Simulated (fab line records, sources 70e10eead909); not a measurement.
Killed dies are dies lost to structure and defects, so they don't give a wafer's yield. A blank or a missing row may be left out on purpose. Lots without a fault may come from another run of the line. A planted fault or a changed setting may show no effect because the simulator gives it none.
Chamber matching | flow nand_harc | NHARC_A_CONTACT_DEP_85 on pecvd-04: 3 sister chambers
The step deposits SiON, target thk 60 nm. 16 wafers are shown with their chamber, then 8 later ones without.

WAFERS WITH THEIR CHAMBER
wafer  | chamber | heater_power_w (W)
L074.2 | 2       | 690
L074.5 | 2       | 696
L074.6 | 1       | 599
L078.2 | 2       | 686
L078.3 | 1       | 610
L078.6 | 2       | 657
L081.2 | 0       | 779
L081.3 | 1       | 652
L081.5 | 2       | 638
L075.1 | 2       | 627
L075.2 | 0       | 842
L075.3 | 1       | 578
L085.1 | 0       | 724
L085.3 | 1       | 540
L085.6 | 1       | 549
L087.1 | 2       | 671

SIGNATURES (means of the wafers above)
reading        | chamber 0 | chamber 1 | chamber 2 | scatter within a chamber
heater_power_w | 781.67    | 588.00    | 666.43    | 39.1
Rule: a wafer's distance from a chamber is the root of the sum, over the readings, of the square of ((its reading less the chamber's mean) divided by the reading's scatter). The wafer belongs to the nearest chamber; if the next one is less than 2 further off, it can't be placed. The scatter: the root of (the sum of the squares of (reading less its chamber's mean) over the shown wafers, divided by (wafers less chambers)).

WAFERS WITHOUT THEIR CHAMBER
wafer  | heater_power_w (W)
L087.4 | 628
L087.6 | 730
L089.1 | 748
L089.4 | 770
L089.5 | 586
L094.1 | 680
L094.4 | 692
L094.5 | 561

WHICH CHAMBER EACH WENT THROUGH
wafer  | from the rows above     | in truth
L087.4 | can't be placed: 2 or 1 | 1
L087.6 | can't be placed: 0 or 2 | 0
L089.1 | can't be placed: 0 or 2 | 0
L089.4 | 0                       | 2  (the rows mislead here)
L089.5 | 1                       | 1
L094.1 | 2                       | 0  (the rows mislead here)
L094.4 | can't be placed: 2 or 0 | 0
L094.5 | 1                       | 1
Placed correctly: 2 of 8. Can't be placed from these rows: 4 (the true chamber is among the candidates in 4). Placed wrongly: 2.
